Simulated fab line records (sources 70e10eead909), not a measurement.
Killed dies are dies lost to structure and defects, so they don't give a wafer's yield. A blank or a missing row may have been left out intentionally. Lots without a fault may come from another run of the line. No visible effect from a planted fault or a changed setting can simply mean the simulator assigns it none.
fab line records || flow nandHarc || part 2 of 2: steps 29 to 37 of 37
record {"lots": 5, "wafers": 15, "lastDay": 32}
route steps=1302 shown A_WL_FILL@960 A_CONTACT@983
lots that met no fault: from a run of the same line without faults
startH: hours from the record's first day to the start of the lot's first wafer shown || waitH: time in hours since the lot's previous step || " repeats the value in the row above || L1.1+2: a row that stands for several wafers || - value missing, or start not given || * or withheld: withheld || < > ~ a bound
route shown NAME@n: a module of which the file shows steps, and the number in the route of the first || usual: mean/standard deviation of fault-free wafers || same: alike in all rows || chamber/n: place in a boat || sites: the reading at each site || _std_site: standard deviation across them || _edge_site: the outer-site mean with the inner-site mean subtracted || radiusMm: for every site, how far away it sits from the centre of the wafer || mask NAME#n: copy n || behind: tool/chamber where the wafer was last shaped || hold: why the lot went on hold/how many hours it stayed there/how the hold came to an end || device: the transistor (n, p or np) that didn't switch || end of line: the tests these same wafers got at the end of their route || where a step has no rows: the recipe by itself || killed: dies that structure and defects cost at the first sort, which is not the same as the wafer's yield || map: a wafer's dies, x killed, . not, _ none there
set.NAME: the setting the step ran with; set.NAME@STEP: the setting that earlier step ran with || model.NAME: the simulator's own value behind a step, which no gauge read
certain route steps with their lots: each step a table, each wafer a row
services: when a tool's chamber went out of use (startH, in hours from the record's first day, below 0 if earlier), for how many hours, and the reason
## steps
# step NHARC_A_CONTACT_EBR_38
{"lot.wafer": "L079.2+5+6", "tool": "lithoTrack-01", "chamber": 0, "startH": "-", "waitH": "-"}
{"lot.wafer": "L081.1+2+4", "tool": "lithoTrack-06", "chamber": 0, "startH": "-", "waitH": "-"}
{"lot.wafer": "L084.2+3+4", "tool": "lithoTrack-04", "chamber": 0, "startH": "-", "waitH": "-"}
{"lot.wafer": "L091.1+3+4", "tool": "lithoTrack-04", "chamber": 0, "startH": "-", "waitH": "-"}
{"lot.wafer": "L093.3+4+6", "tool": "lithoTrack-04", "chamber": 0, "startH": "-", "waitH": "-"}
# step NHARC_A_CONTACT_EXPOSE_39
# recipe {"na": 1.35, "sigmaOuter": 0.8, "doseMj": 58.79, "maskId": "A_CC_3"}
# usual {"stageVelMmS": "500.00/0.27"}
{"lot.wafer": "L079.2", "tool": "arfiScanner-02", "chamber": 0, "startH": 544.73, "waitH": "-", "mask": "A_CC_3#0", "stageVelMmS": 500.19}
{"lot.wafer": "L079.5", "tool": "arfiScanner-02", "chamber": 0, "startH": 544.73, "waitH": "-", "mask": "A_CC_3#0", "stageVelMmS": 499.97}
{"lot.wafer": "L079.6", "tool": "arfiScanner-02", "chamber": 0, "startH": 544.73, "waitH": "-", "mask": "A_CC_3#0", "stageVelMmS": 499.82}
{"lot.wafer": "L081.1", "tool": "arfiScanner-03", "chamber": 0, "startH": 572.15, "waitH": "-", "mask": "A_CC_3#0", "stageVelMmS": 500.18}
{"lot.wafer": "L081.2", "tool": "arfiScanner-03", "chamber": 0, "startH": 572.15, "waitH": "-", "mask": "A_CC_3#0", "stageVelMmS": 500.16}
{"lot.wafer": "L081.4", "tool": "arfiScanner-03", "chamber": 0, "startH": 572.15, "waitH": "-", "mask": "A_CC_3#0", "stageVelMmS": 500.18}
{"lot.wafer": "L084.2", "tool": "arfiScanner-02", "chamber": 0, "startH": 602.68, "waitH": "-", "mask": "A_CC_3#0", "stageVelMmS": 499.72}
{"lot.wafer": "L084.3", "tool": "arfiScanner-02", "chamber": 0, "startH": 602.68, "waitH": "-", "mask": "A_CC_3#0", "stageVelMmS": 499.63}
{"lot.wafer": "L084.4", "tool": "arfiScanner-02", "chamber": 0, "startH": 602.68, "waitH": "-", "mask": "A_CC_3#0", "stageVelMmS": 499.61}
{"lot.wafer": "L091.1", "tool": "arfiScanner-02", "chamber": 0, "startH": 655.32, "waitH": "-", "mask": "A_CC_3#0", "stageVelMmS": 499.93}
{"lot.wafer": "L091.3", "tool": "arfiScanner-02", "chamber": 0, "startH": 655.32, "waitH": "-", "mask": "A_CC_3#0", "stageVelMmS": 500.26}
{"lot.wafer": "L091.4", "tool": "arfiScanner-02", "chamber": 0, "startH": 655.32, "waitH": "-", "mask": "A_CC_3#0", "stageVelMmS": 500.39}
{"lot.wafer": "L093.3", "tool": "arfiScanner-02", "chamber": 0, "startH": 688.39, "waitH": "-", "mask": "A_CC_3#0", "stageVelMmS": 499.98}
{"lot.wafer": "L093.4", "tool": "arfiScanner-02", "chamber": 0, "startH": 688.39, "waitH": "-", "mask": "A_CC_3#0", "stageVelMmS": 499.50}
{"lot.wafer": "L093.6", "tool": "arfiScanner-02", "chamber": 0, "startH": 688.39, "waitH": "-", "mask": "A_CC_3#0", "stageVelMmS": 499.84}
# step NHARC_A_CONTACT_PEB_40
# recipe {"pebTempC": 100, "pebTimeS": 65}
# usual {"heaterPowerTotalW": "156.6/0.41"}
{"lot.wafer": "L079.2", "tool": "lithoTrack-04", "chamber": 0, "startH": 544.79, "waitH": 0.1, "heaterPowerTotalW": 156.4}
{"lot.wafer": "L079.5", "tool": "lithoTrack-04", "chamber": 0, "startH": 544.79, "waitH": 0.1, "heaterPowerTotalW": 157.1}
{"lot.wafer": "L079.6", "tool": "lithoTrack-04", "chamber": 0, "startH": 544.79, "waitH": 0.1, "heaterPowerTotalW": 156.8}
{"lot.wafer": "L081.1", "tool": "lithoTrack-04", "chamber": 0, "startH": 572.21, "waitH": 0.1, "heaterPowerTotalW": 156.0}
{"lot.wafer": "L081.2", "tool": "lithoTrack-04", "chamber": 0, "startH": 572.21, "waitH": 0.1, "heaterPowerTotalW": 156.4}
{"lot.wafer": "L081.4", "tool": "lithoTrack-04", "chamber": 0, "startH": 572.21, "waitH": 0.1, "heaterPowerTotalW": 156.1}
{"lot.wafer": "L084.2", "tool": "lithoTrack-01", "chamber": 0, "startH": 602.74, "waitH": 0.1, "heaterPowerTotalW": 157.1}
{"lot.wafer": "L084.3", "tool": "lithoTrack-01", "chamber": 0, "startH": 602.74, "waitH": 0.1, "heaterPowerTotalW": 156.9}
{"lot.wafer": "L084.4", "tool": "lithoTrack-01", "chamber": 0, "startH": 602.74, "waitH": 0.1, "heaterPowerTotalW": 156.9}
{"lot.wafer": "L091.1", "tool": "lithoTrack-06", "chamber": 0, "startH": 655.38, "waitH": 0.1, "heaterPowerTotalW": 156.3}
{"lot.wafer": "L091.3", "tool": "lithoTrack-06", "chamber": 0, "startH": 655.38, "waitH": 0.1, "heaterPowerTotalW": 155.9}
{"lot.wafer": "L091.4", "tool": "lithoTrack-06", "chamber": 0, "startH": 655.38, "waitH": 0.1, "heaterPowerTotalW": 156.8}
{"lot.wafer": "L093.3", "tool": "lithoTrack-04", "chamber": 0, "startH": 688.45, "waitH": 0.0, "heaterPowerTotalW": 156.1}
{"lot.wafer": "L093.4", "tool": "lithoTrack-04", "chamber": 0, "startH": 688.45, "waitH": 0.0, "heaterPowerTotalW": 156.9}
{"lot.wafer": "L093.6", "tool": "lithoTrack-04", "chamber": 0, "startH": 688.45, "waitH": 0.0, "heaterPowerTotalW": 156.2}
# step NHARC_A_CONTACT_DEVELOP_41
# recipe {"developTimeS": 35, "devTempC": 23}
{"lot.wafer": "L079.2+5+6", "tool": "lithoTrack-04", "chamber": 0, "startH": "-", "waitH": "-"}
{"lot.wafer": "L081.1+2+4", "tool": "lithoTrack-04", "chamber": 0, "startH": "-", "waitH": "-"}
{"lot.wafer": "L084.2+3+4", "tool": "lithoTrack-01", "chamber": 0, "startH": "-", "waitH": "-"}
{"lot.wafer": "L091.1+3+4", "tool": "lithoTrack-06", "chamber": 0, "startH": "-", "waitH": "-"}
{"lot.wafer": "L093.3+4+6", "tool": "lithoTrack-04", "chamber": 0, "startH": "-", "waitH": "-"}
# step NHARC_A_CONTACT_CD_MEAS_42
# recipe {"targetCdNm": 300, "landingEnergyEv": 500}
# usual {"cdNm": "300.0/0.42"}
{"lot.wafer": "L079.2", "tool": "cdSem-02", "chamber": 0, "startH": 544.87, "waitH": "-", "cdNm": 299.8}
{"lot.wafer": "L079.5", "tool": "cdSem-02", "chamber": 0, "startH": 544.87, "waitH": "-", "cdNm": 300.0}
{"lot.wafer": "L079.6", "tool": "cdSem-02", "chamber": 0, "startH": 544.87, "waitH": "-", "cdNm": 299.7}
{"lot.wafer": "L081.1", "tool": "cdSem-01", "chamber": 0, "startH": 572.29, "waitH": "-", "cdNm": 299.9}
{"lot.wafer": "L081.2", "tool": "cdSem-01", "chamber": 0, "startH": 572.29, "waitH": "-", "cdNm": 299.6}
{"lot.wafer": "L081.4", "tool": "cdSem-01", "chamber": 0, "startH": 572.29, "waitH": "-", "cdNm": 299.9}
{"lot.wafer": "L084.2", "tool": "cdSem-02", "chamber": 0, "startH": 602.82, "waitH": "-", "cdNm": 299.7}
{"lot.wafer": "L084.3", "tool": "cdSem-02", "chamber": 0, "startH": 602.82, "waitH": "-", "cdNm": 299.4}
{"lot.wafer": "L084.4", "tool": "cdSem-02", "chamber": 0, "startH": 602.82, "waitH": "-", "cdNm": 299.9}
{"lot.wafer": "L091.1", "tool": "cdSem-01", "chamber": 0, "startH": 655.46, "waitH": "-", "cdNm": 300.1}
{"lot.wafer": "L091.3", "tool": "cdSem-01", "chamber": 0, "startH": 655.46, "waitH": "-", "cdNm": 299.9}
{"lot.wafer": "L091.4", "tool": "cdSem-01", "chamber": 0, "startH": 655.46, "waitH": "-", "cdNm": 300.6}
{"lot.wafer": "L093.3", "tool": "cdSem-01", "chamber": 0, "startH": 688.53, "waitH": "-", "cdNm": 300.1}
{"lot.wafer": "L093.4", "tool": "cdSem-01", "chamber": 0, "startH": 688.53, "waitH": "-", "cdNm": 300.1}
{"lot.wafer": "L093.6", "tool": "cdSem-01", "chamber": 0, "startH": 688.53, "waitH": "-", "cdNm": 300.5}
# step NHARC_A_CONTACT_OVL_MEAS_43
# usual {"overlayXNm": "-0.1/0.83", "overlayYNm": "-0.4/0.58"}
{"lot.wafer": "L079.2", "tool": "overlay-01", "chamber": "-", "startH": 544.96, "waitH": "-", "overlayXNm": 0.5, "overlayYNm": 0.6}
{"lot.wafer": "L079.5", "tool": "overlay-01", "chamber": "-", "startH": 544.96, "waitH": "-", "overlayXNm": 0.8, "overlayYNm": 0.0}
{"lot.wafer": "L079.6", "tool": "overlay-01", "chamber": "-", "startH": 544.96, "waitH": "-", "overlayXNm": 0.6, "overlayYNm": 0.5}
{"lot.wafer": "L081.1", "tool": "overlay-01", "chamber": "-", "startH": 572.39, "waitH": "-", "overlayXNm": -1.9, "overlayYNm": -0.4}
{"lot.wafer": "L081.2", "tool": "overlay-01", "chamber": "-", "startH": 572.39, "waitH": "-", "overlayXNm": -2.3, "overlayYNm": -1.1}
{"lot.wafer": "L081.4", "tool": "overlay-01", "chamber": "-", "startH": 572.39, "waitH": "-", "overlayXNm": -2.0, "overlayYNm": -1.1}
{"lot.wafer": "L084.2", "tool": "overlay-02", "chamber": "-", "startH": 602.90, "waitH": "-", "overlayXNm": 0.0, "overlayYNm": 0.3}
{"lot.wafer": "L084.3", "tool": "overlay-02", "chamber": "-", "startH": 602.90, "waitH": "-", "overlayXNm": 0.0, "overlayYNm": 0.1}
{"lot.wafer": "L084.4", "tool": "overlay-02", "chamber": "-", "startH": 602.90, "waitH": "-", "overlayXNm": 0.1, "overlayYNm": 0.0}
{"lot.wafer": "L091.1", "tool": "overlay-02", "chamber": "-", "startH": 655.55, "waitH": "-", "overlayXNm": -0.2, "overlayYNm": -0.4}
{"lot.wafer": "L091.3", "tool": "overlay-02", "chamber": "-", "startH": 655.55, "waitH": "-", "overlayXNm": -1.0, "overlayYNm": -0.3}
{"lot.wafer": "L091.4", "tool": "overlay-02", "chamber": "-", "startH": 655.55, "waitH": "-", "overlayXNm": -1.1, "overlayYNm": -1.0}
{"lot.wafer": "L093.3", "tool": "overlay-02", "chamber": "-", "startH": 688.61, "waitH": "-", "overlayXNm": -0.3, "overlayYNm": -1.2}
{"lot.wafer": "L093.4", "tool": "overlay-02", "chamber": "-", "startH": 688.61, "waitH": "-", "overlayXNm": -0.2, "overlayYNm": -0.5}
{"lot.wafer": "L093.6", "tool": "overlay-02", "chamber": "-", "startH": 688.61, "waitH": "-", "overlayXNm": 0.1, "overlayYNm": -1.4}
# step NHARC_A_CONTACT_INSPECT_44
# usual {"rawDefectCount": "87/33"}
{"lot.wafer": "L079.2", "tool": "defectInspect-02", "chamber": "-", "startH": 544.99, "waitH": 0.0, "rawDefectCount": 121}
{"lot.wafer": "L079.5", "tool": "defectInspect-02", "chamber": "-", "startH": 544.99, "waitH": 0.0, "rawDefectCount": 106}
{"lot.wafer": "L079.6", "tool": "defectInspect-02", "chamber": "-", "startH": 544.99, "waitH": 0.0, "rawDefectCount": 104}
{"lot.wafer": "L081.1", "tool": "defectInspect-02", "chamber": "-", "startH": 572.43, "waitH": 0.0, "rawDefectCount": 91}
{"lot.wafer": "L081.2", "tool": "defectInspect-02", "chamber": "-", "startH": 572.43, "waitH": 0.0, "rawDefectCount": 124}
{"lot.wafer": "L081.4", "tool": "defectInspect-02", "chamber": "-", "startH": 572.43, "waitH": 0.0, "rawDefectCount": 103}
{"lot.wafer": "L084.2", "tool": "defectInspect-02", "chamber": "-", "startH": 602.94, "waitH": 0.0, "rawDefectCount": 112}
{"lot.wafer": "L084.3", "tool": "defectInspect-02", "chamber": "-", "startH": 602.94, "waitH": 0.0, "rawDefectCount": 109}
{"lot.wafer": "L084.4", "tool": "defectInspect-02", "chamber": "-", "startH": 602.94, "waitH": 0.0, "rawDefectCount": 106}
{"lot.wafer": "L091.1", "tool": "defectInspect-02", "chamber": "-", "startH": 655.58, "waitH": 0.0, "rawDefectCount": 106}
{"lot.wafer": "L091.3", "tool": "defectInspect-02", "chamber": "-", "startH": 655.58, "waitH": 0.0, "rawDefectCount": 109}
{"lot.wafer": "L091.4", "tool": "defectInspect-02", "chamber": "-", "startH": 655.58, "waitH": 0.0, "rawDefectCount": 96}
{"lot.wafer": "L093.3", "tool": "defectInspect-01", "chamber": "-", "startH": 688.65, "waitH": 0.0, "rawDefectCount": 27}
{"lot.wafer": "L093.4", "tool": "defectInspect-01", "chamber": "-", "startH": 688.65, "waitH": 0.0, "rawDefectCount": 34}
{"lot.wafer": "L093.6", "tool": "defectInspect-01", "chamber": "-", "startH": 688.65, "waitH": 0.0, "rawDefectCount": 34}
# step NHARC_A_CONTACT_DESCUM_47
# recipe {"timeS": 3, "o2FlowSccm": 200, "arFlowSccm": 0, "biasPowerW": 0, "chemistry": "O2"}
# usual {"drypumpMotorCurrentA": "5.8/0.48", "oesProductAu": "1.000/0.008", "rfVppV": "57.8/0.78", "showerheadPlenumPTorr": "1.91/0.072", "throttleValvePct": "11.311/0.0095"}
# same {"biasPowerW": 0}
{"lot.wafer": "L079.2", "tool": "rieDiel-03", "chamber": 2, "startH": 545.13, "waitH": 0.1, "drypumpMotorCurrentA": 6.5, "oesProductAu": 1.001, "rfHoursCounterH": 24, "rfVppV": 57.1, "showerheadPlenumPTorr": 1.82, "throttleValvePct": 11.315}
{"lot.wafer": "L079.6", "tool": "rieDiel-03", "chamber": 0, "startH": 545.13, "waitH": 0.1, "drypumpMotorCurrentA": 5.7, "oesProductAu": 1.000, "rfHoursCounterH": "-", "rfVppV": 56.3, "showerheadPlenumPTorr": 1.85, "throttleValvePct": 11.304}
{"lot.wafer": "L079.5", "tool": "rieDiel-03", "chamber": 1, "startH": 545.13, "waitH": 0.1, "drypumpMotorCurrentA": 5.6, "oesProductAu": 1.005, "rfHoursCounterH": "-", "rfVppV": 57.3, "showerheadPlenumPTorr": 1.97, "throttleValvePct": 11.317}
{"lot.wafer": "L081.2", "tool": "rieDiel-11", "chamber": 1, "startH": 572.50, "waitH": 0.1, "drypumpMotorCurrentA": 5.5, "oesProductAu": 0.986, "rfHoursCounterH": 25, "rfVppV": 56.9, "showerheadPlenumPTorr": 1.93, "throttleValvePct": 11.303}
{"lot.wafer": "L081.4", "tool": "rieDiel-11", "chamber": 2, "startH": 572.50, "waitH": 0.1, "drypumpMotorCurrentA": 5.5, "oesProductAu": 0.998, "rfHoursCounterH": 23, "rfVppV": 57.0, "showerheadPlenumPTorr": 1.94, "throttleValvePct": 11.293}
{"lot.wafer": "L081.1", "tool": "rieDiel-11", "chamber": 3, "startH": 572.50, "waitH": 0.1, "drypumpMotorCurrentA": 6.5, "oesProductAu": 1.007, "rfHoursCounterH": 21, "rfVppV": 57.2, "showerheadPlenumPTorr": 1.80, "throttleValvePct": 11.313}
{"lot.wafer": "L084.4", "tool": "rieDiel-11", "chamber": 2, "startH": 603.01, "waitH": 0.1, "drypumpMotorCurrentA": 5.5, "oesProductAu": 1.006, "rfHoursCounterH": 29, "rfVppV": 57.4, "showerheadPlenumPTorr": 1.94, "throttleValvePct": 11.302}
{"lot.wafer": "L084.2", "tool": "rieDiel-11", "chamber": 3, "startH": 603.01, "waitH": 0.1, "drypumpMotorCurrentA": 6.5, "oesProductAu": 0.997, "rfHoursCounterH": 26, "rfVppV": 57.3, "showerheadPlenumPTorr": 1.80, "throttleValvePct": 11.305}
{"lot.wafer": "L084.3", "tool": "rieDiel-11", "chamber": 0, "startH": 603.01, "waitH": 0.1, "drypumpMotorCurrentA": 5.2, "oesProductAu": 1.003, "rfHoursCounterH": 27, "rfVppV": 58.5, "showerheadPlenumPTorr": 1.99, "throttleValvePct": 11.308}
{"lot.wafer": "L091.4", "tool": "rieDiel-11", "chamber": 1, "startH": 655.64, "waitH": 0.1, "drypumpMotorCurrentA": 5.5, "oesProductAu": 0.980, "rfHoursCounterH": 8, "rfVppV": 57.2, "showerheadPlenumPTorr": 1.93, "throttleValvePct": 11.304}
{"lot.wafer": "L091.3", "tool": "rieDiel-11", "chamber": 2, "startH": 655.64, "waitH": 0.1, "drypumpMotorCurrentA": 5.4, "oesProductAu": 1.007, "rfHoursCounterH": 8, "rfVppV": 57.2, "showerheadPlenumPTorr": 1.94, "throttleValvePct": 11.310}
{"lot.wafer": "L091.1", "tool": "rieDiel-11", "chamber": 3, "startH": 655.64, "waitH": 0.1, "drypumpMotorCurrentA": 6.5, "oesProductAu": 0.997, "rfHoursCounterH": 7, "rfVppV": 58.4, "showerheadPlenumPTorr": 1.79, "throttleValvePct": 11.304}
{"lot.wafer": "L093.4", "tool": "rieDiel-11", "chamber": 3, "startH": 688.71, "waitH": 0.1, "drypumpMotorCurrentA": 6.6, "oesProductAu": 1.002, "rfHoursCounterH": 11, "rfVppV": 59.0, "showerheadPlenumPTorr": 1.79, "throttleValvePct": 11.295}
{"lot.wafer": "L093.3", "tool": "rieDiel-11", "chamber": 2, "startH": 688.71, "waitH": 0.1, "drypumpMotorCurrentA": 5.5, "oesProductAu": 1.001, "rfHoursCounterH": 12, "rfVppV": 58.2, "showerheadPlenumPTorr": 1.94, "throttleValvePct": 11.317}
{"lot.wafer": "L093.6", "tool": "rieDiel-11", "chamber": 3, "startH": 688.71, "waitH": 0.1, "drypumpMotorCurrentA": 6.5, "oesProductAu": 0.999, "rfHoursCounterH": "-", "rfVppV": 58.5, "showerheadPlenumPTorr": 1.79, "throttleValvePct": 11.295}
# step NHARC_A_CONTACT_ETCH_48
# recipe {"targetDepthA": 390, "overEtchFrac": 0.3, "timeS": 65, "ionEnergyEv": 80, "cf4FlowSccm": 150, "arFlowSccm": 0, "rfW": 300, "biasW": 100, "chemistry": "CF4"}
# usual {"drypumpMotorCurrentA": "5.8/0.48", "oesProductAu": "1.000/0.008", "rfVppV": "151.3/1", "showerheadPlenumPTorr": "1.77/0.062", "throttleValvePct": "13.282/0.0094"}
{"lot.wafer": "L079.2", "tool": "rieDiel-03", "chamber": 0, "startH": 545.20, "waitH": 0.1, "drypumpMotorCurrentA": 5.7, "oesProductAu": 0.996, "rfHoursCounterH": 32, "rfVppV": 150.6, "showerheadPlenumPTorr": 1.71, "throttleValvePct": 13.286}
{"lot.wafer": "L079.6", "tool": "rieDiel-03", "chamber": 3, "startH": 545.20, "waitH": 0.1, "drypumpMotorCurrentA": 6.2, "oesProductAu": 1.008, "rfHoursCounterH": "-", "rfVppV": 152.1, "showerheadPlenumPTorr": 1.87, "throttleValvePct": 13.277}
{"lot.wafer": "L079.5", "tool": "rieDiel-03", "chamber": 0, "startH": 545.20, "waitH": 0.1, "drypumpMotorCurrentA": 5.7, "oesProductAu": 1.002, "rfHoursCounterH": "-", "rfVppV": 151.6, "showerheadPlenumPTorr": 1.71, "throttleValvePct": 13.287}
{"lot.wafer": "L081.4", "tool": "rieDiel-11", "chamber": 1, "startH": 572.57, "waitH": 0.1, "drypumpMotorCurrentA": 5.4, "oesProductAu": 0.995, "rfHoursCounterH": 25, "rfVppV": 152.7, "showerheadPlenumPTorr": 1.78, "throttleValvePct": 13.290}
{"lot.wafer": "L081.2", "tool": "rieDiel-11", "chamber": 3, "startH": 572.57, "waitH": 0.1, "drypumpMotorCurrentA": 6.5, "oesProductAu": 1.008, "rfHoursCounterH": 21, "rfVppV": 150.3, "showerheadPlenumPTorr": 1.67, "throttleValvePct": 13.277}
{"lot.wafer": "L081.1", "tool": "rieDiel-11", "chamber": 0, "startH": 572.57, "waitH": 0.1, "drypumpMotorCurrentA": 5.2, "oesProductAu": 1.012, "rfHoursCounterH": 23, "rfVppV": 152.5, "showerheadPlenumPTorr": 1.83, "throttleValvePct": 13.295}
{"lot.wafer": "L084.3", "tool": "rieDiel-11", "chamber": 3, "startH": 603.09, "waitH": 0.1, "drypumpMotorCurrentA": 6.5, "oesProductAu": 1.001, "rfHoursCounterH": 26, "rfVppV": 150.9, "showerheadPlenumPTorr": 1.67, "throttleValvePct": 13.284}
{"lot.wafer": "L084.2", "tool": "rieDiel-11", "chamber": 0, "startH": 603.09, "waitH": 0.1, "drypumpMotorCurrentA": 5.2, "oesProductAu": 1.006, "rfHoursCounterH": 27, "rfVppV": 152.3, "showerheadPlenumPTorr": 1.83, "throttleValvePct": 13.275}
{"lot.wafer": "L084.4", "tool": "rieDiel-11", "chamber": 1, "startH": 603.09, "waitH": 0.1, "drypumpMotorCurrentA": 5.4, "oesProductAu": 0.989, "rfHoursCounterH": 30, "rfVppV": 150.8, "showerheadPlenumPTorr": 1.78, "throttleValvePct": 13.285}
{"lot.wafer": "L091.1", "tool": "rieDiel-11", "chamber": 1, "startH": 655.74, "waitH": 0.1, "drypumpMotorCurrentA": 5.5, "oesProductAu": 0.987, "rfHoursCounterH": 8, "rfVppV": 151.9, "showerheadPlenumPTorr": 1.78, "throttleValvePct": 13.279}
{"lot.wafer": "L091.3", "tool": "rieDiel-11", "chamber": 2, "startH": 655.74, "waitH": 0.1, "drypumpMotorCurrentA": 5.4, "oesProductAu": 0.996, "rfHoursCounterH": 8, "rfVppV": 151.9, "showerheadPlenumPTorr": 1.79, "throttleValvePct": 13.269}
{"lot.wafer": "L091.4", "tool": "rieDiel-11", "chamber": 3, "startH": 655.74, "waitH": 0.1, "drypumpMotorCurrentA": 6.5, "oesProductAu": 1.004, "rfHoursCounterH": 7, "rfVppV": 149.2, "showerheadPlenumPTorr": 1.67, "throttleValvePct": 13.284}
{"lot.wafer": "L093.3", "tool": "rieDiel-11", "chamber": 1, "startH": 688.79, "waitH": 0.1, "drypumpMotorCurrentA": 5.5, "oesProductAu": 0.987, "rfHoursCounterH": 11, "rfVppV": 150.6, "showerheadPlenumPTorr": 1.78, "throttleValvePct": 13.277}
{"lot.wafer": "L093.4", "tool": "rieDiel-11", "chamber": 3, "startH": 688.79, "waitH": 0.1, "drypumpMotorCurrentA": 6.5, "oesProductAu": 1.003, "rfHoursCounterH": 11, "rfVppV": 151.2, "showerheadPlenumPTorr": 1.67, "throttleValvePct": 13.299}
{"lot.wafer": "L093.6", "tool": "rieDiel-11", "chamber": 1, "startH": 688.79, "waitH": 0.1, "drypumpMotorCurrentA": 5.5, "oesProductAu": 0.993, "rfHoursCounterH": "-", "rfVppV": 152.6, "showerheadPlenumPTorr": 1.78, "throttleValvePct": 13.287}
## services
{"tool": "rieDiel-04", "chamber": 3, "startH": 501.64, "hours": 4.6, "kind": "repair"}
{"tool": "lithoTrack-01", "chamber": "-", "startH": 505.00, "hours": 7.0, "kind": "pm"}
{"tool": "cvdW-01", "chamber": "-", "startH": 507.10, "hours": 1.6, "kind": "repair"}
{"tool": "wetBench-07", "chamber": "-", "startH": 512.00, "hours": 8.0, "kind": "pm"}
{"tool": "lithoTrack-06", "chamber": "-", "startH": 529.00, "hours": 7.0, "kind": "pm"}
{"tool": "rieDiel-04", "chamber": "-", "startH": 531.94, "hours": 9.0, "kind": "pm"}
{"tool": "rieDiel-07", "chamber": 2, "startH": 533.52, "hours": 11.6, "kind": "repair"}
{"tool": "pecvd-02", "chamber": 0, "startH": 545.78, "hours": 22.0, "kind": "repair"}
{"tool": "cvdW-01", "chamber": "-", "startH": 547.21, "hours": 13.0, "kind": "pm"}
{"tool": "pecvd-02", "chamber": 1, "startH": 551.98, "hours": 4.4, "kind": "repair"}
{"tool": "lithoTrack-04", "chamber": "-", "startH": 553.00, "hours": 7.0, "kind": "pm"}
{"tool": "wetBench-04", "chamber": "-", "startH": 579.26, "hours": 8.0, "kind": "pm"}
{"tool": "pecvd-02", "chamber": "-", "startH": 589.43, "hours": 13.0, "kind": "pm"}
{"tool": "wetBench-02", "chamber": "-", "startH": 596.00, "hours": 8.0, "kind": "pm"}
{"tool": "rieDiel-11", "chamber": "-", "startH": 610.48, "hours": 9.0, "kind": "pm"}
{"tool": "rieDiel-07", "chamber": 0, "startH": 613.55, "hours": 8.3, "kind": "repair"}
{"tool": "rieDiel-07", "chamber": 1, "startH": 635.71, "hours": 15.0, "kind": "repair"}
{"tool": "pecvd-01", "chamber": "-", "startH": 636.35, "hours": 0.5, "kind": "repair"}
{"tool": "rieDiel-04", "chamber": 1, "startH": 637.88, "hours": 5.5, "kind": "repair"}
{"tool": "rieDiel-11", "chamber": 3, "startH": 660.23, "hours": 4.5, "kind": "repair"}
{"tool": "cvdW-01", "chamber": 1, "startH": 667.06, "hours": 1.2, "kind": "repair"}
{"tool": "rieDiel-11", "chamber": 1, "startH": 672.14, "hours": 4.0, "kind": "repair"}
{"tool": "lithoTrack-01", "chamber": "-", "startH": 680.00, "hours": 7.0, "kind": "pm"}
{"tool": "wetBench-07", "chamber": "-", "startH": 688.00, "hours": 8.0, "kind": "pm"}
